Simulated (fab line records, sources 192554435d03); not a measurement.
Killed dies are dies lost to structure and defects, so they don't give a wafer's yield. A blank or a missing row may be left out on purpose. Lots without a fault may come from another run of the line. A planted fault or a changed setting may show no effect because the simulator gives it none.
fab line records | flow n5_finfet | part 1 of 2: steps 1 to 18 of 27
record lots=5 wafers=15 last_day=16
route steps=1938 shown BEOL_M12@1634 BEOL_M13@1659
lots that met no fault: from a run of the same line without faults
start_h: hours from the record's first day to the start of the lot's first wafer shown | wait_h: hours since the lot's step before | " the same as in the row above | L1.1+2: a row that stands for several wafers | - no value, or no start given | * or withheld: withheld | < > ~ a bound
route shown NAME@n: a module of which the file shows steps, and the number in the route of the first | usual: mean/standard deviation of fault-free wafers | same: alike in all rows | chamber/n: place in a boat | sites: the reading at each site | _std_site: their standard deviation | _edge_site: outer sites' mean less inner sites' | radius_mm: how far each site lies from the wafer's centre | mask NAME#n: copy n | behind: the tool/chamber that last shaped the wafer | hold: why the lot was held/for how many hours/how that ended | device: the transistor (n, p or np) that didn't switch | end of line: the same wafers' tests at the end of the route | a step without rows: its recipe alone | killed: dies lost to structure and defects at the first sort, not the wafer's yield | map: a wafer's dies, x killed, . not, _ none there
set.NAME: the setting as run; set.NAME@STEP: as run at that earlier step | model.NAME: the simulator's own value behind a step, which no gauge read
lots at some steps of the route; a table a step, a row a wafer
services: from which hour (start_h, from the record's first day; less than 0 if before it) a tool's chamber was out of use, for how many hours, and why
## steps
# step N5_BEOL_M12_INSPECT_30
# recipe mode=adi inspect_instrument=macro
# usual raw_defect_count=1.9/1.4
# columns lot.wafer tool chamber start_h wait_h raw_defect_count
L076.2 defect_inspect-02 - 259.42 0.0 0
L076.3 " - " " 1
L076.6 " - " " 0
L077.2 defect_inspect-02 - 262.77 0.0 2
L077.4 " - " " 6
L077.6 " - " " 1
L086.2 defect_inspect-02 - 308.23 0.0 1
L086.5 " - " " 4
L086.6 " - " " 3
L087.1 defect_inspect-02 - 315.62 0.0 0
L087.4 " - " " 2
L087.6 " - " " 0
L091.2 defect_inspect-01 - 344.56 0.0 3
L091.4 " - " " 5
L091.5 " - " " 2
# step N5_BEOL_M12_DESCUM_33
# recipe chemistry=O2 time_s=7.9 source_power_w=50 bias_power_w=20 pressure_mtorr=20 rf_frequency_hz=2.712e+07 temp_c=40 o2_flow_sccm=225
# usual drypump_motor_current_A=5.6/0.59 oes_product_au=0.79/0.092 rf_vpp_V=243.2/1.3 showerhead_plenum_p_Torr=2.10/0.051 temp_c=40.01/0.11 throttle_valve_pct=20.47/0.23
# same time_s=7.9
# columns lot.wafer tool chamber start_h wait_h drypump_motor_current_A oes_product_au rf_hours_counter_h rf_vpp_V showerhead_plenum_p_Torr temp_c throttle_valve_pct
L076.2 rie_diel-05 0 259.46 0.0 6.6 0.98 7 242.4 2.05 40.11 20.02
L076.3 " 1 " " 5.8 0.76 126 244.1 2.18 40.01 20.58
L076.6 " 1 " " 5.8 0.76 - 242.7 2.18 40.06 20.58
L077.2 rie_diel-06 0 262.80 0.0 4.9 0.81 76 241.2 2.05 40.10 20.62
L077.4 " 0 " " 4.9 0.82 - 242.7 2.05 40.09 20.61
L077.6 " 1 " " 5.2 0.72 - 243.3 2.08 40.05 20.29
L086.2 rie_diel-06 0 308.26 0.0 4.9 0.80 90 240.8 2.05 39.92 20.63
L086.5 " 1 " " 5.1 0.72 - 244.4 2.07 40.03 20.34
L086.6 " 0 " " 4.9 0.81 - 242.1 2.05 40.01 20.64
L087.1 rie_diel-06 3 315.66 0.0 5.8 0.70 209 243.1 2.08 40.02 20.75
L087.4 " 0 " " 4.9 0.80 93 242.0 2.05 39.84 20.64
L087.6 " 2 " " 6.6 0.92 - 244.6 2.14 40.00 20.35
L091.2 rie_diel-06 0 344.63 0.1 4.9 0.79 105 242.0 2.04 39.98 20.67
L091.4 " 0 " " 4.9 0.79 - 241.2 2.04 39.93 20.67
L091.5 " 1 " " 5.1 0.70 - 243.3 2.07 40.24 20.36
# step N5_BEOL_M12_ETCH_67
# recipe chemistry=CF4 target=SiARC target_depth_a=1430 time_s=238.3 ion_energy_ev=80 pressure_mtorr=40 source_w=545 bias_w=36 Ar_flow_sccm=100 cf4_flow_sccm=100 ends=cleared
# usual cf4_flow_sccm=100.0/0.31 drypump_motor_current_A=5.6/0.58 etch_rf_on_time_s=240/3.5 mfc_ar_sccm=100.0/0.34 oes_product_au=0.67/0.077 rf_vpp_V=184.3/1.1 showerhead_plenum_p_Torr=2.15/0.054 throttle_valve_pct=15.65/0.22
# columns lot.wafer tool chamber start_h wait_h cf4_flow_sccm drypump_motor_current_A etch_rf_on_time_s mfc_ar_sccm oes_product_au rf_hours_counter_h rf_vpp_V showerhead_plenum_p_Torr throttle_valve_pct
L076.2 rie_diel-05 0 259.49 0.0 99.4 6.6 238 100.5 0.82 7 185.3 2.11 15.16
L076.3 " 1 " " 100.3 5.7 244 100.1 0.65 126 187.4 2.24 15.81
L076.6 " 1 " " 100.1 5.7 246 100.0 0.64 - 186.0 2.24 15.80
L077.2 rie_diel-06 0 262.84 0.0 99.7 4.9 240 99.7 0.70 76 180.0 2.09 15.65
L077.4 " 0 " " 99.7 4.9 239 99.5 0.69 - 184.3 2.09 15.67
L077.6 " 1 " " 99.9 5.1 242 99.7 0.62 - 183.7 2.14 15.58
L086.2 rie_diel-06 0 308.29 0.0 99.8 4.9 240 100.4 0.68 90 182.6 2.08 15.69
L086.5 " 1 " " 100.4 5.2 244 99.4 0.61 - 183.1 2.13 15.62
L086.6 " 0 " " 99.9 4.9 239 99.8 0.67 - 184.3 2.08 15.67
L087.1 rie_diel-06 3 315.69 0.0 100.5 5.8 237 99.6 0.59 209 183.8 2.12 15.94
L087.4 " 0 " " 100.0 4.9 235 100.1 0.68 93 184.6 2.08 15.69
L087.6 " 2 " " 100.1 6.6 241 100.0 0.78 - 183.5 2.19 15.45
L091.2 rie_diel-06 0 344.66 0.0 100.6 4.9 238 99.3 0.67 105 185.2 2.08 15.71
L091.4 " 0 " " 100.5 4.9 239 100.3 0.67 - 184.0 2.08 15.71
L091.5 " 1 " " 99.9 5.1 241 99.3 0.60 - 182.2 2.13 15.66
# step N5_BEOL_M12_ETCH_68
# recipe chemistry=N2/H2 target=SOC mask_material=SiARC source_w=3000 bias_w=350 temp_c=40 time_s=285 ion_energy_ev=200 pressure_mtorr=30 n2_flow_sccm=200 h2_flow_sccm=200
# usual drypump_motor_current_A=5.6/0.59 n2_flow_sccm=200.0/0.62 oes_product_au=0.79/0.092 rf_vpp_V=524.1/2.2 showerhead_plenum_p_Torr=2.55/0.069 temp_c=39.98/0.12 throttle_valve_pct=17.74/0.22
# same time_s=285
# columns lot.wafer tool chamber start_h wait_h drypump_motor_current_A n2_flow_sccm oes_product_au rf_hours_counter_h rf_vpp_V showerhead_plenum_p_Torr temp_c throttle_valve_pct
L076.2 rie_diel-05 0 259.64 0.1 6.6 198.8 0.99 7 523.1 2.49 39.83 17.45
L076.3 " 1 " " 5.8 200.0 0.77 126 526.9 2.66 39.98 17.98
L076.6 " 1 " " 5.7 200.3 0.76 - 528.1 2.66 40.19 17.97
L077.2 rie_diel-06 0 262.98 0.1 4.9 199.6 0.81 76 520.9 2.47 40.02 17.77
L077.4 " 0 " " 4.9 200.2 0.81 - 522.0 2.47 40.05 17.77
L077.6 " 1 " " 5.2 200.5 0.73 - 522.6 2.52 40.12 17.57
L086.2 rie_diel-06 0 308.44 0.1 4.9 199.6 0.80 91 519.7 2.47 39.94 17.79
L086.5 " 1 " " 5.2 199.4 0.72 - 524.0 2.52 40.08 17.60
L086.6 " 0 " " 4.9 200.5 0.80 - 520.4 2.47 40.00 17.79
L087.1 rie_diel-06 3 315.84 0.1 5.8 201.4 0.70 209 523.0 2.52 39.91 18.06
L087.4 " 0 " " 4.9 200.5 0.80 93 520.7 2.47 39.85 17.78
L087.6 " 2 " " 6.6 199.4 0.92 - 525.2 2.59 40.18 17.49
L091.2 rie_diel-06 0 344.81 0.1 4.9 201.6 0.78 105 520.9 2.46 39.91 17.82
L091.4 " 0 " " 4.9 201.0 0.78 - 520.4 2.46 39.87 17.82
L091.5 " 1 " " 5.2 200.4 0.70 - 523.9 2.51 39.98 17.60
# step N5_BEOL_M12_STRIP_69
# recipe chemistry=N2/H2 temp_c=40 n2_flow_sccm=200 h2_flow_sccm=200 rf_frequency_hz=6e+07
# columns lot.wafer tool chamber start_h wait_h
L076.2+3+6 rie_diel-05 0,1,1 259.81 0.1
L077.2+4+6 rie_diel-06 0,0,1 263.15 0.1
L086.2+5+6 rie_diel-06 0,1,0 308.61 0.1
L087.1+4+6 rie_diel-06 3,0,2 316.01 0.1
L091.2+4+5 rie_diel-06 0,0,1 344.98 0.1
# step N5_BEOL_M12_TRENCH_ETCH_34
# recipe chemistry=C4F8/O2/Ar target=SiOC target_depth_a=3189.5 mask_material=SOC pressure_mtorr=30 source_w=3000 bias_w=700 Ar_flow_sccm=400 C4F8_flow_sccm=15 O2_flow_sccm=8 he_inner_torr=15 he_outer_torr=30 time_s=125.5 ion_energy_ev=250
# usual O2_flow_sccm=8.007/0.023 drypump_motor_current_A=5.6/0.59 mfc_ar_sccm=400.3/1.3 oes_product_au=0.79/0.093 rf_vpp_V=665.9/2.6 showerhead_plenum_p_Torr=3.43/0.091 throttle_valve_pct=24.22/0.17
# same time_s=125.5
# columns lot.wafer tool chamber start_h wait_h O2_flow_sccm drypump_motor_current_A mfc_ar_sccm oes_product_au rf_hours_counter_h rf_vpp_V showerhead_plenum_p_Torr throttle_valve_pct
L076.2 rie_diel-05 0 259.82 0.0 7.991 6.6 399.7 0.97 7 665.2 3.39 23.98
L076.3 " 1 " " 8.014 5.8 399.9 0.76 126 668.6 3.55 24.36
L076.6 " 1 " " 8.022 5.8 398.7 0.76 - 669.3 3.55 24.35
L077.2 rie_diel-06 0 263.16 0.0 8.032 4.9 401.9 0.80 76 662.6 3.31 24.16
L077.4 " 0 " " 8.015 4.9 399.2 0.81 - 663.1 3.31 24.14
L077.6 " 1 " " 7.998 5.2 401.3 0.73 - 664.3 3.42 24.15
L086.2 rie_diel-06 0 308.62 0.0 7.979 4.9 401.0 0.80 91 663.1 3.30 24.16
L086.5 " 1 " " 7.956 5.1 399.6 0.72 - 665.4 3.41 24.17
L086.6 " 0 " " 7.964 4.9 401.3 0.79 - 663.7 3.30 24.17
L087.1 rie_diel-06 3 316.02 0.0 8.021 5.8 400.8 0.68 209 665.1 3.37 24.35
L087.4 " 0 " " 7.966 4.9 399.7 0.78 93 661.4 3.30 24.16
L087.6 " 2 " " 7.992 6.6 401.3 0.92 - 666.6 3.49 24.15
L091.2 rie_diel-06 0 344.99 0.0 7.996 4.9 400.1 0.79 105 662.2 3.29 24.18
L091.4 " 0 " " 8.028 4.9 400.3 0.78 - 662.5 3.29 24.18
L091.5 " 1 " " 8.062 5.2 399.3 0.71 - 665.3 3.40 24.20
# step N5_BEOL_M12_STRIP_70
# recipe chemistry=C4F8/O2/Ar resist=SiARC rf_frequency_hz=6e+07
# columns lot.wafer tool chamber start_h wait_h
L076.2+3+6 rie_diel-05 0,1,1 259.94 0.1
L077.2+4+6 rie_diel-06 0,0,1 263.28 0.1
L086.2+5+6 rie_diel-06 0,1,0 308.74 0.1
L087.1+4+6 rie_diel-06 3,0,2 316.14 0.1
L091.2+4+5 rie_diel-06 0,0,1 345.11 0.1
# step N5_BEOL_M12_OCD_MEAS_35
# usual trench_depth_nm=318/4.3
# columns lot.wafer tool chamber start_h wait_h trench_depth_nm
L076.2 ocd-02 - 259.98 0.0 323
L076.3 " - " " 314
L076.6 " - " " 312
L077.2 ocd-02 - 263.32 0.0 320
L077.4 " - " " 317
L077.6 " - " " 318
L086.2 ocd-01 - 308.78 0.0 322
L086.5 " - " " 321
L086.6 " - " " 322
L087.1 ocd-02 - 316.18 0.0 310
L087.4 " - " " 316
L087.6 " - " " 314
L091.2 ocd-02 - 345.15 0.0 319
L091.4 " - " " 320
L091.5 " - " " 316
# step N5_BEOL_M12_STRIP_37
# recipe chemistry=N2/H2 power_w=1000 temp_c=250 h2_frac=0.65 overash_fraction=0.3 pressure_mtorr=withheld n2_flow_sccm=1750 h2_flow_sccm=3250
# usual drypump_motor_current_A=5.9/0.36 heater_power_w=336/25 n2_flow_sccm=1750/5.5 oes_product_au=0.790/0.011 temp_c=249.99/0.22
# columns lot.wafer tool chamber start_h wait_h drypump_motor_current_A heater_power_w n2_flow_sccm oes_product_au rf_hours_counter_h temp_c
L076.2 plasma_asher-01 0 260.02 0.0 5.2 363 1746 0.800 120 249.99
L076.3 " 0 " " 5.2 364 1747 0.781 - 250.07
L076.6 " 1 " " 6.0 299 1746 0.796 - 249.92
L077.2 plasma_asher-02 1 263.51 0.2 6.0 330 1739 0.789 74 250.27
L077.4 " 0 " " 6.2 355 1745 0.777 - 250.22
L077.6 " 0 " " 6.2 351 1748 0.789 - 249.95
L086.2 plasma_asher-02 1 308.82 0.0 6.0 323 1757 0.766 84 250.30
L086.5 " 1 " " 6.0 342 1744 0.796 - 250.50
L086.6 " 0 " " 6.2 351 1755 0.797 - 250.14
L087.1 plasma_asher-02 0 316.21 0.0 6.2 351 1749 0.794 86 250.21
L087.4 " 0 " " 6.2 353 1754 0.803 - 250.30
L087.6 " 1 " " 6.0 334 1749 0.794 - 249.65
L091.2 plasma_asher-02 0 345.19 0.0 6.2 351 1755 0.791 93 249.81
L091.4 " 0 " " 6.2 356 1751 0.805 - 249.75
L091.5 " 0 " " 6.2 345 1757 0.793 - 250.11
# step N5_BEOL_M12_ETCH_38
# recipe chemistry=CF4/N2 target=SiCN target_depth_a=687 taper_deg=2 time_s=73.4 ion_energy_ev=150 mask_material=SiO2 pressure_mtorr=40 source_w=430 bias_w=70 Ar_flow_sccm=100 cf4_flow_sccm=60 n2_flow_sccm=60
# usual cf4_flow_sccm=60.03/0.18 drypump_motor_current_A=5.7/0.55 mfc_ar_sccm=100.04/0.29 n2_flow_sccm=59.99/0.18 oes_product_au=0.80/0.09 rf_vpp_V=382.7/1.7 showerhead_plenum_p_Torr=2.22/0.065 throttle_valve_pct=15.45/0.24
# same time_s=73.4
# columns lot.wafer tool chamber start_h wait_h cf4_flow_sccm drypump_motor_current_A mfc_ar_sccm n2_flow_sccm oes_product_au rf_hours_counter_h rf_vpp_V showerhead_plenum_p_Torr throttle_valve_pct
L076.2 rie_diel-05 0 262.17 - 60.08 6.6 99.69 59.93 0.99 8 381.1 2.17 15.03
L076.3 " 2 " " 59.91 5.1 100.05 60.18 0.67 250 383.0 2.27 15.83
L076.6 " 2 " " 59.85 5.1 100.22 59.96 0.67 - 385.4 2.27 15.85
L077.2 rie_diel-05 1 264.91 - 59.97 5.8 99.82 59.91 0.75 128 385.0 2.30 15.63
L077.4 " 1 " " 60.20 5.7 100.20 59.94 0.76 - 385.9 2.30 15.62
L077.6 " 0 " " 59.95 6.6 100.34 60.35 0.97 - 381.8 2.17 15.03
L086.2 rie_diel-01 0 308.91 - 60.13 5.2 99.84 59.97 0.77 106 380.7 2.12 15.51
L086.5 " 2 " " 59.98 6.1 99.28 60.12 0.71 - 384.0 2.27 15.69
L086.6 " 0 " " 60.16 5.1 100.15 60.40 0.77 - 379.9 2.12 15.52
L087.1 rie_diel-05 2 317.49 - 59.83 5.1 100.06 59.79 0.97 10 384.1 2.26 15.40
L087.4 " 0 " " 59.77 6.6 99.92 60.02 0.91 30 380.7 2.16 15.07
L087.6 " 3 " " 60.12 5.7 99.90 60.22 0.79 - 383.9 2.31 15.21
L091.2 rie_diel-05 2 345.88 - 60.33 5.1 99.87 59.83 0.94 20 382.9 2.26 15.42
L091.4 " 1 " " 60.00 5.7 99.90 59.83 0.73 159 384.3 2.29 15.70
L091.5 " 0 " " 60.39 6.6 99.71 60.03 0.90 - 382.3 2.16 15.07
# step N5_BEOL_M12_PRECLEAN_39
# recipe chemistry=residue_remover time_s=60 temp_c=40
# usual temp_c=40.00/0.11
# same time_s=60
# columns lot.wafer tool chamber start_h wait_h temp_c
L076.2 wet_bench-05 6 262.30 0.1 39.86
L076.3 " 2 " " 40.03
L076.6 " 1 " " 39.94
L077.2 wet_bench-05 3 265.04 0.1 39.89
L077.4 " 6 " " 39.90
L077.6 " 0 " " 40.00
L086.2 wet_bench-03 6 309.04 0.1 39.96
L086.5 " 3 " " 39.94
L086.6 " 5 " " 40.03
L087.1 wet_bench-05 1 317.62 0.1 40.02
L087.4 " 7 " " 39.94
L087.6 " 0 " " 40.10
L091.2 wet_bench-02 1 346.03 0.1 40.17
L091.4 " 3 " " 39.89
L091.5 " 2 " " 40.18
# step N5_BEOL_M12_SRD_40
# recipe time_s=30 temp_c=23 rinse_liquid=diw dry=n2_spin spin_rpm=1500 dry_time_s=30
# usual temp_c=23.01/0.094
# same time_s=30
# columns lot.wafer tool chamber start_h wait_h temp_c
L076.2 wet_bench-05 6 262.32 0.0 23.03
L076.3 " 2 " " 22.98
L076.6 " 1 " " 22.95
L077.2 wet_bench-05 3 265.06 0.0 23.15
L077.4 " 6 " " 23.01
L077.6 " 0 " " 23.14
L086.2 wet_bench-03 6 309.06 0.0 23.03
L086.5 " 3 " " 22.97
L086.6 " 5 " " 22.90
L087.1 wet_bench-05 1 317.64 0.0 23.02
L087.4 " 7 " " 23.07
L087.6 " 0 " " 22.92
L091.2 wet_bench-02 1 346.05 0.0 22.97
L091.4 " 3 " " 23.06
L091.5 " 2 " " 23.05
# step N5_BEOL_M12_DEGAS_41
# recipe ambient=vacuum temp_c=250 time_s=60
# usual heater_power_w=342/25
# same time_s=60
# columns lot.wafer tool chamber start_h wait_h heater_power_w
L076.2 pvd_sputter-03 - 262.59 0.3 337
L076.3 " - " " 354
L076.6 " - " " 359
L077.2 pvd_sputter-01 - 265.19 0.1 375
L077.4 " - " " 381
L077.6 " - " " 382
L086.2 pvd_sputter-03 - 309.61 0.5 322
L086.5 " - " " 276
L086.6 " - " " 317
L087.1 pvd_sputter-02 - 318.08 0.4 353
L087.4 " - " " 354
L087.6 " - " " 337
L091.2 pvd_sputter-03 - 346.52 0.4 274
L091.4 " - " " 355
L091.5 " - " " 352
# step N5_BEOL_M12_PRE_CLEAN_42
# recipe gas=H2/He time_s=30 temp_c=250
# usual heater_power_w=342/24
# same time_s=30
# columns lot.wafer tool chamber start_h wait_h heater_power_w
L076.2 pvd_sputter-03 - 262.63 0.0 337
L076.3 " - " " 349
L076.6 " - " " 351
L077.2 pvd_sputter-01 - 265.23 0.0 372
L077.4 " - " " 375
L077.6 " - " " 377
L086.2 pvd_sputter-03 - 309.65 0.0 326
L086.5 " - " " 278
L086.6 " - " " 320
L087.1 pvd_sputter-02 - 318.12 0.0 349
L087.4 " - " " 350
L087.6 " - " " 342
L091.2 pvd_sputter-03 - 346.56 0.0 286
L091.4 " - " " 361
L091.5 " - " " 355
# step N5_BEOL_M12_SPUTTER_43
# recipe material=TaN target_thk_a=150 temp_c=50 bias_v=168.6 power_w=15000 chamber_pressure_pa=0.12 time_s=24.19
# usual throttle_valve_pct=30.3/1.1
# same time_s=24.19
# columns lot.wafer tool chamber start_h wait_h throttle_valve_pct
L076.2 pvd_sputter-03 - 262.67 0.0 28.3
L076.3 " - " " 30.8
L076.6 " - " " 30.8
L077.2 pvd_sputter-01 - 265.27 0.0 28.8
L077.4 " - " " 27.8
L077.6 " - " " 29.0
L086.2 pvd_sputter-03 - 309.69 0.0 28.8
L086.5 " - " " 28.2
L086.6 " - " " 28.6
L087.1 pvd_sputter-02 - 318.16 0.0 31.0
L087.4 " - " " 30.9
L087.6 " - " " 30.9
L091.2 pvd_sputter-03 - 346.60 0.0 28.5
L091.4 " - " " 30.6
L091.5 " - " " 30.9
# step N5_BEOL_M12_SPUTTER_44
# recipe material=Ta target_thk_a=100 temp_c=50 bias_v=80 power_w=15000 chamber_pressure_pa=0.07 time_s=16.13
# usual throttle_valve_pct=30.3/1.1
# same time_s=16.13
# columns lot.wafer tool chamber start_h wait_h throttle_valve_pct
L076.2 pvd_sputter-03 - 262.75 0.0 28.2
L076.3 " - " " 30.6
L076.6 " - " " 31.0
L077.2 pvd_sputter-01 - 265.35 0.0 28.6
L077.4 " - " " 27.7
L077.6 " - " " 29.1
L086.2 pvd_sputter-03 - 309.77 0.0 28.4
L086.5 " - " " 28.6
L086.6 " - " " 28.5
L087.1 pvd_sputter-02 - 318.24 0.0 31.2
L087.4 " - " " 31.3
L087.6 " - " " 30.8
L091.2 pvd_sputter-03 - 346.68 0.0 28.5
L091.4 " - " " 30.8
L091.5 " - " " 30.5
# step N5_BEOL_M12_SPUTTER_45
# recipe material=Cu target_thk_a=800 temp_c=-20 bias_v=60 power_w=26000 chamber_pressure_pa=0.13 time_s=13.33
# usual throttle_valve_pct=30.3/1.1
# same time_s=13.33
# columns lot.wafer tool chamber start_h wait_h throttle_valve_pct
L076.2 pvd_sputter-03 - 262.83 0.0 28.4
L076.3 " - " " 30.7
L076.6 " - " " 31.0
L077.2 pvd_sputter-01 - 265.43 0.0 29.2
L077.4 " - " " 27.9
L077.6 " - " " 28.9
L086.2 pvd_sputter-03 - 309.85 0.0 28.7
L086.5 " - " " 28.6
L086.6 " - " " 29.0
L087.1 pvd_sputter-02 - 318.32 0.0 30.8
L087.4 " - " " 30.9
L087.6 " - " " 31.0
L091.2 pvd_sputter-03 - 346.76 0.0 28.4
L091.4 " - " " 30.5
L091.5 " - " " 30.8
# step N5_BEOL_M12_ECD_47
# recipe material=Cu target_thk_a=7200
# columns lot.wafer tool chamber start_h wait_h
L076.2+3+6 ecd_cu-01 0,1,0 262.95 0.1
L077.2+4+6 ecd_cu-02 0,0,1 265.58 0.1
L086.2+5+6 ecd_cu-02 1,0,1 309.97 0.1
L087.1+4+6 ecd_cu-01 1 318.44 0.1
L091.2+4+5 ecd_cu-01 0,1,0 346.87 0.1
